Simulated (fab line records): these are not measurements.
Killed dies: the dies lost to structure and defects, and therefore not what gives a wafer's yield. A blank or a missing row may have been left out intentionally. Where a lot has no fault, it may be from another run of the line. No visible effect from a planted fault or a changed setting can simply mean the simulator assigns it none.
fab line records	flow nand-harc
record: lots: 7	wafers: 21	last-day: 23
route steps=1159 shown A_BONDPAD@1067 END@1159
lots that met no fault: taken from a fault-free run of the same line
start-h: hours from the record's first day to the start of the lot's first wafer shown	wait-h: hours from the lot's prior step to this one	" same as the row above	L1.1+2: several wafers, shown together as one row	- value missing, or start not given	* or withheld: withheld	< > ~ a bound
route shown NAME@n: a module of which the file shows steps, and the number in the route of the first	usual: average and standard deviation across the fault-free wafers	same: alike in all rows	chamber/n: place in a boat	sites: the reading at each site	_std_site: the values' standard deviation	_edge_site: inner sites' mean taken away from outer sites' mean	radius-mm: how far each site lies from the wafer's centre	mask NAME#n: copy n	behind: the last tool/chamber to shape the wafer	hold: why the lot was held/for how many hours/how that ended	device: whichever transistor did not switch (one of n, p or np)	end of line: tests of these same wafers at the route's end	a step given without rows: its recipe and nothing more	killed: not the wafer's yield, but the dies lost to structure and defects at the first sort	map: a wafer's dies, x killed, . not, _ none there
set.NAME: the setting as run; set.NAME@STEP: as run at that earlier step	model.NAME: the simulator's own value behind a step, which no gauge read
lots at selected steps of the route; one table per step, one row per wafer
services: from which hour (start-h, from the record's first day; less than 0 if before it) a tool's chamber was out of use, for how many hours, and why
== steps ==
step: NHARC_A_BONDPAD_SOFTBAKE_04
recipe: temp-c: 125	time-s: 70
step: NHARC_A_BONDPAD_EBR_05
step: NHARC_A_BONDPAD_EXPOSE_06
recipe: na: 0.55	dose-mj: 36.99	mask-id: A_BPAD
step: NHARC_A_BONDPAD_PEB_07
recipe: peb-temp-c: 128	peb-time-s: 80
step: NHARC_A_BONDPAD_DEVELOP_08
recipe: time-s: 50	dev-temp-c: 22
step: NHARC_A_BONDPAD_CD_MEAS_09
recipe: target-cd-nm: 500	landing-energy-ev: 500
usual: cd-nm: 501/3.4
lot.wafer	tool	chamber	start-h	wait-h	cd-nm
L134.2	cd-sem-03	0	410.91	-	495
L134.4	"	0	"	"	495
L134.5	"	0	"	"	502
L137.2	cd-sem-03	0	416.02	-	507
L137.3	"	0	"	"	502
L137.6	"	0	"	"	506
L138.1	cd-sem-03	0	421.92	-	506
L138.2	"	0	"	"	506
L138.3	"	0	"	"	500
L135.1	cd-sem-02	0	425.09	-	504
L135.5	"	0	"	"	504
L135.6	"	0	"	"	499
L148.1	cd-sem-02	0	502.22	-	505
L148.2	"	0	"	"	502
L148.6	"	0	"	"	502
L149.2	cd-sem-03	0	502.63	-	504
L149.4	"	0	"	"	499
L149.6	"	0	"	"	499
L150.2	cd-sem-02	0	507.12	-	499
L150.4	"	0	"	"	501
L150.5	"	0	"	"	492
step: NHARC_A_BONDPAD_OVL_MEAS_35
usual: overlay-x-nm: 1/6.2	overlay-y-nm: 0/5.7
lot.wafer	tool	chamber	start-h	wait-h	overlay-x-nm	overlay-y-nm
L134.2	overlay-01	-	411.00	-	5	9
L134.4	"	-	"	"	6	9
L134.5	"	-	"	"	6	9
L137.2	overlay-02	-	416.11	-	3	-2
L137.3	"	-	"	"	3	-2
L137.6	"	-	"	"	2	-2
L138.1	overlay-01	-	422.00	-	0	-3
L138.2	"	-	"	"	0	-3
L138.3	"	-	"	"	0	-3
L135.1	overlay-01	-	425.18	-	-2	4
L135.5	"	-	"	"	-2	3
L135.6	"	-	"	"	-1	3
L148.1	overlay-02	-	502.33	-	-10	0
L148.2	"	-	"	"	-10	0
L148.6	"	-	"	"	-10	0
L149.2	overlay-02	-	502.72	-	-1	-7
L149.4	"	-	"	"	0	-7
L149.6	"	-	"	"	-1	-8
L150.2	overlay-01	-	507.20	-	8	-5
L150.4	"	-	"	"	7	-4
L150.5	"	-	"	"	8	-4
step: NHARC_A_BONDPAD_HARDBAKE_10
recipe: temp-c: 118	time-s: 65
step: NHARC_A_BONDPAD_DESCUM_11
recipe: time-s: 3	o2-flow-sccm: 200	ar-flow-sccm: 0	bias-power-w: 0	chemistry: O2
usual: drypump-motor-current-A: 5.8/0.37	oes-product-au: 1.003/0.011	rf-vpp-V: 57.9/0.88	showerhead-plenum-p-Torr: 1.93/0.084	throttle-valve-pct: 11.311/0.0092
lot.wafer	tool	chamber	start-h	wait-h	drypump-motor-current-A	oes-product-au	rf-hours-counter-h	rf-vpp-V	showerhead-plenum-p-Torr	throttle-valve-pct
L134.4	rie-diel-11	0	411.14	-	5.6	1.001	2	59.2	1.97	11.304
L134.2	"	1	"	"	5.3	1.015	1	57.9	1.94	11.308
L134.5	"	2	"	"	5.8	0.995	-	57.3	1.84	11.304
L137.2	rie-diel-11	2	416.23	-	5.8	0.994	2	56.5	1.84	11.329
L137.3	"	1	"	"	5.3	1.006	2	57.5	1.94	11.290
L137.6	"	2	"	"	5.7	0.991	-	57.1	1.84	11.290
L138.2	rie-diel-11	2	422.13	-	5.8	0.991	2	58.1	1.84	11.306
L138.3	"	3	"	"	6.2	1.020	2	58.5	2.03	11.329
L138.1	"	0	"	"	5.6	0.994	2	58.0	1.97	11.297
L135.1	rie-diel-11	0	425.33	-	5.6	1.002	3	57.2	1.97	11.313
L135.5	"	1	"	"	5.3	1.009	-	59.0	1.94	11.322
L135.6	"	2	"	"	5.8	0.993	-	56.9	1.84	11.317
L148.2	rie-diel-08	1	502.45	-	6.5	1.000	6	56.3	1.78	11.315
L148.1	"	2	"	"	6.0	0.994	6	57.7	2.05	11.313
L148.6	"	2	"	"	6.0	1.004	-	58.3	2.05	11.321
L149.2	rie-diel-11	3	502.86	-	6.2	1.027	5	58.6	2.03	11.323
L149.4	"	0	"	"	5.7	0.988	5	57.7	1.97	11.304
L149.6	"	2	"	"	5.7	0.990	-	55.9	1.84	11.328
L150.4	rie-diel-11	3	507.33	-	6.2	1.016	5	58.1	2.03	11.323
L150.2	"	1	"	"	5.3	1.008	5	57.7	1.94	11.311
L150.5	"	3	"	"	6.1	1.025	-	58.7	2.03	11.317
step: NHARC_A_BONDPAD_ETCH_34
recipe: target-depth-a: 600	overetch-a: 180	time-s: 65.91	ion-energy-ev: 200	n2-flow-sccm: 150	h2-flow-sccm: 150	ar-flow-sccm: 0	rf-w: 400	bias-w: 150	chemistry: N2/H2
usual: drypump-motor-current-A: 5.8/0.37	oes-product-au: 1.002/0.011	rf-vpp-V: 430.9/2.6	showerhead-plenum-p-Torr: 2.05/0.093	throttle-valve-pct: 14.170/0.0093
lot.wafer	tool	chamber	start-h	wait-h	drypump-motor-current-A	oes-product-au	rf-hours-counter-h	rf-vpp-V	showerhead-plenum-p-Torr	throttle-valve-pct
L134.2	rie-diel-11	2	411.22	0.1	5.8	0.998	1	429.2	1.96	14.181
L134.4	"	3	"	"	6.2	1.015	2	433.2	2.17	14.168
L134.5	"	0	"	"	5.6	0.992	-	431.6	2.10	14.165
L137.3	rie-diel-11	3	416.33	0.1	6.2	1.017	2	434.2	2.17	14.162
L137.2	"	1	"	"	5.3	1.013	2	430.7	2.07	14.192
L137.6	"	2	"	"	5.7	0.990	-	428.0	1.96	14.172
L138.3	rie-diel-11	2	422.21	0.1	5.8	0.992	2	427.7	1.96	14.172
L138.2	"	0	"	"	5.7	0.999	2	432.9	2.10	14.158
L138.1	"	1	"	"	5.3	1.005	2	431.3	2.07	14.179
L135.1	rie-diel-11	0	425.40	0.1	5.6	0.992	3	432.4	2.10	14.153
L135.6	"	3	"	"	6.2	1.013	-	433.7	2.17	14.155
L135.5	"	0	"	"	5.6	0.999	-	431.4	2.10	14.173
L148.1	rie-diel-08	2	502.54	0.1	6.1	1.002	6	434.2	2.19	14.180
L148.2	"	0	"	"	5.8	0.979	6	435.8	2.22	14.171
L148.6	"	2	"	"	6.1	1.002	-	434.6	2.19	14.181
L149.2	rie-diel-11	0	502.93	0.1	5.6	0.983	5	433.0	2.10	14.184
L149.4	"	2	"	"	5.8	0.989	4	429.2	1.96	14.141
L149.6	"	0	"	"	5.6	0.993	-	431.9	2.10	14.177
L150.2	rie-diel-11	3	507.42	0.1	6.2	1.009	5	433.2	2.17	14.192
L150.4	"	0	"	"	5.6	0.996	6	433.1	2.10	14.179
L150.5	"	3	"	"	6.2	1.016	-	434.5	2.17	14.155
step: NHARC_A_BONDPAD_ETCH_12
recipe: target-depth-a: 2200	time-s: 110	chf3-flow-sccm: 50	o2-flow-sccm: 10	ar-flow-sccm: 200	rf-w: 500	bias-w: 200	chemistry: CHF3/O2
usual: drypump-motor-current-A: 5.8/0.37	oes-product-au: 0.948/0.023	rf-vpp-V: 370.9/2.3	showerhead-plenum-p-Torr: 2.41/0.099	throttle-valve-pct: 20.573/0.0082
lot.wafer	tool	chamber	start-h	wait-h	drypump-motor-current-A	oes-product-au	rf-hours-counter-h	rf-vpp-V	showerhead-plenum-p-Torr	throttle-valve-pct
L134.2	rie-diel-11	0	-	-	5.6	0.969	2	371.0	2.47	20.576
L134.4	"	1	"	"	5.3	0.991	2	371.2	2.44	20.557
L134.5	"	0	"	"	5.7	0.973	-	373.1	2.47	20.568
L137.3	rie-diel-11	0	-	-	5.6	0.966	2	371.7	2.47	20.584
L137.2	"	2	"	"	5.7	0.957	2	367.4	2.32	20.572
L137.6	"	3	"	"	6.1	0.983	-	373.8	2.55	20.585
L138.3	rie-diel-11	1	-	-	5.3	0.990	2	371.4	2.44	20.585
L138.1	"	2	"	"	5.8	0.955	2	370.4	2.32	20.560
L138.2	"	0	"	"	5.6	0.973	2	373.6	2.47	20.583
L135.1	rie-diel-11	2	-	-	5.8	0.926	2	370.0	2.32	20.555
L135.5	"	2	"	"	5.8	0.912	-	368.8	2.32	20.579
L135.6	"	3	"	"	6.2	0.947	-	373.4	2.55	20.577
L148.2	rie-diel-08	3	-	-	6.0	0.982	6	367.9	2.33	20.578
L148.1	"	0	"	"	5.9	0.959	6	374.2	2.59	20.582
L148.6	"	2	"	"	6.0	0.962	-	375.7	2.57	20.583
L149.2	rie-diel-11	0	-	-	5.6	0.969	5	370.8	2.47	20.576
L149.4	"	2	"	"	5.8	0.955	4	369.3	2.32	20.571
L149.6	"	3	"	"	6.2	0.999	-	373.7	2.55	20.573
L150.4	rie-diel-11	1	-	-	5.3	0.933	5	371.0	2.44	20.587
L150.2	"	0	"	"	5.6	0.908	6	372.0	2.47	20.563
L150.5	"	2	"	"	5.8	0.916	-	368.2	2.32	20.579
step: NHARC_A_BONDPAD_CD_MEAS_13
usual: cd-nm: 501/3.6
lot.wafer	tool	chamber	start-h	wait-h	cd-nm
L134.2	cd-sem-01	-	411.44	-	493
L134.4	"	-	"	"	493
L134.5	"	-	"	"	501
L137.2	cd-sem-02	-	416.56	-	506
L137.3	"	-	"	"	502
L137.6	"	-	"	"	506
L138.1	cd-sem-02	-	422.44	-	505
L138.2	"	-	"	"	505
L138.3	"	-	"	"	501
L135.1	cd-sem-01	-	425.62	-	503
L135.5	"	-	"	"	502
L135.6	"	-	"	"	498
L148.1	cd-sem-02	-	502.77	-	503
L148.2	"	-	"	"	501
L148.6	"	-	"	"	500
L149.2	cd-sem-01	-	503.16	-	504
L149.4	"	-	"	"	497
L149.6	"	-	"	"	498
L150.2	cd-sem-03	-	507.65	-	500
L150.4	"	-	"	"	500
L150.5	"	-	"	"	493
step: NHARC_A_BONDPAD_STRIP_15
recipe: o2-flow-sccm: 500	ar-flow-sccm: 0	bias-w: 0	chemistry: O2
usual: bias-w: 0/0	chamber-pressure-mTorr: 60.00/0.054	drypump-motor-current-A: 5.9/0.4	oes-product-au: 1.001/0.011	rf-vpp-V: 57.9/0.87	showerhead-plenum-p-Torr: 3.54/0.14	throttle-valve-pct: 17.037/0.009
lot.wafer	tool	chamber	start-h	wait-h	bias-w	chamber-pressure-mTorr	drypump-motor-current-A	oes-product-au	rf-hours-counter-h	rf-vpp-V	showerhead-plenum-p-Torr	throttle-valve-pct
L134.2	rie-diel-11	1	411.53	0.1	0	59.97	5.3	1.008	2	58.3	3.58	17.034
L134.4	"	3	"	"	0	59.99	6.2	1.009	2	58.5	3.74	17.033
L134.5	"	1	"	"	0	59.95	5.3	1.008	-	57.3	3.58	17.029
L137.3	rie-diel-11	1	416.66	0.1	-	-	-	-	-	-	-	-
L137.2	"	2	"	"	-	-	-	-	-	-	-	-
L137.6	"	3	"	"	-	-	-	-	-	-	-	-
L138.3	rie-diel-11	1	422.53	0.1	-	-	-	-	-	-	-	-
L138.1	"	2	"	"	-	-	-	-	-	-	-	-
L138.2	"	3	"	"	-	-	-	-	-	-	-	-
L135.1	rie-diel-12	3	425.70	0.1	-	-	-	-	-	-	-	-
L135.6	"	3	"	"	-	-	-	-	-	-	-	-
L135.5	"	0	"	"	-	-	-	-	-	-	-	-
L148.1	rie-diel-08	2	502.84	0.1	0	60.15	6.1	0.997	6	57.6	3.77	17.037
L148.2	"	1	"	"	0	59.98	6.5	1.007	7	57.7	3.29	17.028
L148.6	"	2	"	"	0	59.99	6.1	1.006	-	57.5	3.77	17.017
L149.4	rie-diel-11	0	503.25	0.1	0	59.99	5.6	0.990	5	59.1	3.63	17.028
L149.2	"	2	"	"	0	59.98	5.8	0.987	4	57.1	3.41	17.040
L149.6	"	3	"	"	0	59.94	6.2	1.014	-	58.0	3.73	17.038
L150.4	rie-diel-11	3	507.76	0.1	0	60.06	6.2	1.002	5	58.6	3.73	17.071
L150.2	"	0	"	"	0	60.04	5.7	0.991	6	59.3	3.63	17.024
L150.5	"	2	"	"	0	60.00	5.8	0.993	-	56.8	3.41	17.026
step: NHARC_A_BONDPAD_ETCH_24
recipe: target-depth-a: 300	over-etch-frac: 0.3	time-s: 72.99	ion-energy-ev: 150	cf4-flow-sccm: 50	n2-flow-sccm: 100	ar-flow-sccm: 150	rf-w: 300	bias-w: 100	chemistry: CF4/N2
usual: drypump-motor-current-A: 5.9/0.41	oes-product-au: 1.002/0.012	rf-vpp-V: 314.3/2	showerhead-plenum-p-Torr: 2.63/0.11	throttle-valve-pct: 19.793/0.0096
lot.wafer	tool	chamber	start-h	wait-h	drypump-motor-current-A	oes-product-au	rf-hours-counter-h	rf-vpp-V	showerhead-plenum-p-Torr	throttle-valve-pct
L134.2	rie-diel-11	3	-	-	6.2	1.021	2	316.5	2.78	19.792
L134.4	"	2	"	"	5.7	0.994	1	312.6	2.54	19.802
L134.5	"	0	"	"	5.7	0.995	-	314.3	2.70	19.796
L137.3	rie-diel-11	0	416.79	0.1	5.6	0.985	2	315.5	2.70	19.800
L137.2	"	2	"	"	5.8	0.989	2	314.3	2.54	19.797
L137.6	"	0	"	"	5.6	0.985	-	314.3	2.70	19.792
L138.2	rie-diel-11	3	422.67	0.1	6.2	1.013	2	317.6	2.78	19.791
L138.3	"	0	"	"	5.6	0.997	2	315.3	2.70	19.795
L138.1	"	1	"	"	5.3	1.011	2	314.8	2.66	19.783
L135.1	rie-diel-12	0	425.86	0.1	6.6	0.992	6	313.1	2.59	19.794
L135.6	"	3	"	"	6.3	1.006	-	309.6	2.45	19.796
L135.5	"	0	"	"	6.6	1.003	-	315.0	2.59	19.779
L148.1	rie-diel-08	3	-	-	6.0	0.996	6	314.7	2.55	19.791
L148.2	"	0	"	"	5.9	0.983	6	316.6	2.83	19.795
L148.6	"	2	"	"	6.1	0.996	-	317.2	2.81	19.796
L149.2	rie-diel-11	0	-	-	5.6	0.987	5	314.1	2.70	19.781
L149.4	"	1	"	"	5.3	0.998	5	314.8	2.66	19.791
L149.6	"	3	"	"	6.2	1.017	-	317.5	2.78	19.814
L150.2	rie-diel-11	0	-	-	5.6	0.985	6	315.6	2.70	19.763
L150.4	"	3	"	"	6.1	1.022	5	318.1	2.78	19.775
L150.5	"	0	"	"	5.6	0.993	-	315.4	2.70	19.777
step: NHARC_END_SORT_01
recipe: temp-c: 25
usual: defect-limited-yield: 95.1/1.5	killed-at-array: 29/10	killed-at-other: 0.7/1	killed-at-periphery: 3.7/2.6	killed-dies: 33/10	killed-open: 3.4/1.8	killed-short: 1.8/1.3	sort_bin_2_pct: 1.5/0.64	sort_bin_3_pct: 0.29/0.24	sort_bin_4_pct: 3.1/0.95	sort-n-pass: 644/10	sort-rim-yield-pct: 96.9/2.6	sort-yield-pct: 95.1/1.5
same: gross-dies: 677	sort_bin_5_pct[%]: 0	sort_bin_6_pct[%]: 0	sort_bin_7_pct[%]: 0	sort_bin_8_pct[%]: 0	sort-rim-n-gross: 106.00
lot.wafer	tool	chamber	start-h	wait-h	defect-limited-yield[%]	killed-at-array	killed-at-other	killed-at-periphery	killed-dies	killed-open	killed-short	sort_bin_2_pct[%]	sort_bin_3_pct[%]	sort_bin_4_pct[%]	sort-n-pass	sort-rim-yield-pct[%]	sort-yield-pct[%]
L134.2	prober-01	0	448.57	2.8	96.9	13	5	3	21	8	1	1.5	0	1.6	656	98.1	96.9
L134.4	prober-01	0	450.16	3.4	96.2	22	2	2	26	6	2	1.0	0	2.8	651	96.2	96.2
L134.5	prober-01	0	450.96	3.7	95.9	22	3	3	28	6	1	0.9	0.15	3.1	649	96.2	95.9
L138.1	prober-01	0	463.51	2.5	95.3	26	2	4	32	7	3	1.3	0.30	3.1	645	99.1	95.3
L138.2	prober-01	0	464.32	2.8	96.6	22	0	1	23	2	1	0.9	0.30	2.2	654	99.1	96.6
L138.3	prober-01	0	465.13	3.1	94.7	32	1	3	36	4	1	1.0	0.15	4.1	641	93.4	94.7
L135.1	prober-02	0	465.10	3.4	94.4	37	1	0	38	3	2	1.9	0.15	3.5	639	98.1	94.4
L135.5	prober-02	0	468.28	4.6	97.3	17	0	1	18	0	2	0.3	0.15	2.2	659	95.3	97.3
L135.6	prober-02	0	469.08	4.9	96.8	21	0	1	22	2	0	0.7	0	2.5	655	100.0	96.8
L149.2	prober-01	0	536.68	2.8	96.5	19	0	5	24	5	2	1.3	0.44	1.8	653	100.0	96.5
L149.4	prober-01	0	538.29	3.4	96.3	21	0	4	25	4	2	1.2	0.15	2.4	652	99.1	96.3
L149.6	prober-01	0	539.89	4.0	96.3	22	1	2	25	4	4	0.6	0	3.1	652	98.1	96.3
L148.1	prober-01	0	543.69	2.5	94.7	34	1	1	36	5	1	1.8	0.15	3.4	641	90.6	94.7
L148.2	prober-01	0	544.49	2.8	92.5	50	0	1	51	5	2	1.9	0.59	5.0	626	97.2	92.5
L148.6	prober-01	0	547.72	4.0	92.3	48	0	4	52	5	1	2.7	0.15	4.9	625	98.1	92.3
L150.2	prober-02	0	544.51	2.8	91.1	58	0	2	60	2	1	2.8	0.89	5.2	617	97.2	91.1
L150.4	prober-02	0	546.09	3.4	91.9	53	0	2	55	1	2	2.4	0.44	5.3	622	95.3	91.9
L150.5	prober-02	0	546.88	3.7	91.9	52	1	2	55	3	3	3.2	0.89	4.0	622	90.6	91.9
killed by level:class
L134.2 THIN_TSV:chamber-film-flake=4 A_CONTACT:geometric-particle:open=2 A_ZERO_WELL:chamber-film-flake=2 A_STAIRCASE:chamber-film-flake=2 P_GATE:geometric-particle:open=1 P_M1:geometric-particle:open=1 A_CHANNEL_FILL_D1:geometric-particle:open=1 A_SGD_CUT:geometric-particle:open=1
L134.4 A_CONTACT:chamber-film-flake=6 A_STAIRCASE:chamber-film-flake=3 A_WL_FILL:chamber-film-flake=3 A_ZERO_WELL:chamber-film-flake=2 A_CHANNEL_HOLE_D1:chamber-film-flake=2 THIN_TSV:chamber-film-flake=2 P_GATE:geometric-particle:open=1 P_CONTACT:geometric-particle:open=1
L134.5 A_CHANNEL_HOLE_D1:chamber-film-flake=5 A_WL_FILL:chamber-film-flake=4 A_STAIRCASE:chamber-film-flake=3 A_CONTACT:chamber-film-flake=3 THIN_TSV:chamber-film-flake=3 A_BLC:geometric-particle:open=2 P_GATE:geometric-particle:open=1 P_M2:geometric-particle:open=1
L138.1 A_SLIT:chamber-film-flake=6 A_CONTACT:chamber-film-flake=6 A_CHANNEL_HOLE_D1:chamber-film-flake=5 P_ZERO_WELL:chamber-film-flake=3 A_ONON_D1:geometric-particle:open=2 A_CONTACT:geometric-particle:open=2 P_CONTACT:geometric-particle:open=1 A_ONON_D1:geometric-particle:short=1
L138.2 A_SLIT:chamber-film-flake=8 A_CONTACT:chamber-film-flake=6 A_CHANNEL_HOLE_D1:chamber-film-flake=3 A_STAIRCASE:chamber-film-flake=2 P_M0:geometric-particle:open=1 A_CONTACT:geometric-particle:open=1 A_CONTACT:geometric-particle:short=1 A_ZERO_WELL:chamber-film-flake=1
L135.1 A_CHANNEL_HOLE_D1:chamber-film-flake=21 A_M0:chamber-film-flake=4 A_STAIRCASE:chamber-film-flake=3 A_CHANNEL_FILL_D1:chamber-film-flake=2 A_WL_FILL:chamber-film-flake=2 A_ONON_D1:geometric-particle:open=1 A_ONON_D1:geometric-particle:short=1 A_SLIT:geometric-particle:open=1
L138.3 A_SLIT:chamber-film-flake=11 A_CONTACT:chamber-film-flake=6 A_STAIRCASE:chamber-film-flake=4 A_WL_FILL:chamber-film-flake=4 A_CHANNEL_HOLE_D1:chamber-film-flake=3 A_CONTACT:geometric-particle:open=2 P_ZERO_WELL:chamber-film-flake=2 P_CONTACT:geometric-particle:open=1
L135.5 A_CHANNEL_HOLE_D1:chamber-film-flake=12 A_CHANNEL_FILL_D1:geometric-particle:short=2 A_STAIRCASE:chamber-film-flake=2 P_GATE:chamber-film-flake=1 A_M0:chamber-film-flake=1
L135.6 A_CHANNEL_HOLE_D1:chamber-film-flake=14 A_CHANNEL_FILL_D1:chamber-film-flake=2 A_STAIRCASE:chamber-film-flake=2 A_M0:geometric-particle:open=1 A_M1:geometric-particle:open=1 P_STI:chamber-film-flake=1 A_M0:chamber-film-flake=1
L149.2 A_CHANNEL_HOLE_D1:chamber-film-flake=10 A_CONTACT:chamber-film-flake=4 P_CONTACT:geometric-particle:open=3 A_STAIRCASE:chamber-film-flake=2 P_GATE:geometric-particle:open=1 A_CHANNEL_FILL_D1:geometric-particle:short=1 A_CHANNEL_FILL_D1:geometric-particle:open=1 A_WL_FILL:geometric-particle:short=1
L149.4 A_CHANNEL_HOLE_D1:chamber-film-flake=8 A_CONTACT:chamber-film-flake=6 A_STAIRCASE:chamber-film-flake=4 P_CONTACT:geometric-particle:open=1 P_M0:geometric-particle:open=1 P_M1:geometric-particle:short=1 A_CHANNEL_FILL_D1:geometric-particle:open=1 A_WL_FILL:geometric-particle:short=1
L149.6 A_CHANNEL_HOLE_D1:chamber-film-flake=11 A_STAIRCASE:chamber-film-flake=4 A_WL_FILL:geometric-particle:short=2 A_CONTACT:geometric-particle:open=2 A_CONTACT:chamber-film-flake=2 P_CONTACT:geometric-particle:open=1 P_M0:geometric-particle:short=1 A_CHANNEL_FILL_D1:geometric-particle:short=1
L148.1 A_CHANNEL_HOLE_D1:chamber-film-flake=15 A_STAIRCASE:chamber-film-flake=7 A_SLIT:chamber-film-flake=7 P_GATE:geometric-particle:open=1 A_CHANNEL_FILL_D1:geometric-particle:open=1 A_WL_FILL:geometric-particle:open=1 A_CONTACT:geometric-particle:open=1 A_M0:geometric-particle:short=1
L148.2 A_CHANNEL_HOLE_D1:chamber-film-flake=19 A_STAIRCASE:chamber-film-flake=13 A_SLIT:chamber-film-flake=10 A_CONTACT:geometric-particle:open=2 A_CONTACT:chamber-film-flake=2 P_CONTACT:geometric-particle:open=1 A_CHANNEL_HOLE_D1:geometric-particle:open=1 A_WL_FILL:geometric-particle:short=1
L150.2 A_SLIT:chamber-film-flake=19 A_CHANNEL_HOLE_D1:chamber-film-flake=17 A_STAIRCASE:chamber-film-flake=11 A_CONTACT:chamber-film-flake=6 A_SGD_CUT:chamber-film-flake=4 P_CONTACT:geometric-particle:open=1 P_M1:geometric-particle:open=1 A_CHANNEL_FILL_D1:geometric-particle:short=1
L150.4 A_CHANNEL_HOLE_D1:chamber-film-flake=20 A_SLIT:chamber-film-flake=16 A_SGD_CUT:chamber-film-flake=7 A_STAIRCASE:chamber-film-flake=5 A_CONTACT:chamber-film-flake=3 P_CONTACT:geometric-particle:open=1 A_ONON_D1:geometric-particle:short=1 A_CHANNEL_FILL_D1:geometric-particle:short=1
L150.5 A_SLIT:chamber-film-flake=17 A_CHANNEL_HOLE_D1:chamber-film-flake=15 A_SGD_CUT:chamber-film-flake=7 A_CONTACT:chamber-film-flake=5 A_STAIRCASE:chamber-film-flake=3 P_M0:geometric-particle:open=1 A_CHANNEL_FILL_D1:geometric-particle:open=1 A_WL_FILL:geometric-particle:short=1
L148.6 A_CHANNEL_HOLE_D1:chamber-film-flake=26 A_SLIT:chamber-film-flake=12 A_STAIRCASE:chamber-film-flake=5 P_GATE:geometric-particle:open=1 P_M0:geometric-particle:open=1 P_M2:geometric-particle:open=1 A_CONTACT:geometric-particle:open=1 A_M0:geometric-particle:open=1
== services ==
tool	chamber	start-h	hours	kind
rie-diel-08	1	393.69	15.0	repair
rie-diel-11	0	400.00	-	clean
rie-diel-11	1	400.00	-	clean
rie-diel-11	2	400.00	-	clean
rie-diel-11	3	400.00	-	clean
rie-diel-11	0	424.50	-	clean
rie-diel-11	1	424.50	-	clean
rie-diel-11	2	424.50	-	clean
rie-diel-11	3	424.50	-	clean
rie-diel-11	3	430.58	3.9	repair
rie-diel-12	1	441.76	11.6	repair
rie-diel-11	0	449.00	-	clean
rie-diel-11	1	449.00	-	clean
rie-diel-11	2	449.00	-	clean
rie-diel-11	3	449.00	-	clean
rie-diel-11	0	473.50	-	clean
rie-diel-11	1	473.50	-	clean
rie-diel-11	2	473.50	-	clean
rie-diel-11	3	473.50	-	clean
rie-diel-11	2	475.76	4.6	repair
rie-diel-12	0	478.21	5.0	repair
rie-diel-08	-	479.57	9.0	pm
rie-diel-11	0	498.00	-	clean
rie-diel-11	1	498.00	-	clean
== key ==
first-sign: step: NHARC_A_BONDPAD_STRIP_15	reading: tool-record	direction: missing
effect none on later readings
met-at NHARC_A_BONDPAD_STRIP_15
struck-wafers L135.1,L135.5,L135.6,L137.2,L137.3,L137.6,L138.1,L138.2,L138.3
onset-between 411.53 416.66
fault: kind: skipped-step-whole	tool: rie-diel-11,rie-diel-12	chamber: -	onset-h: 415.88	steps: NHARC_A_BONDPAD_STRIP_15	scope: struck-lots-only
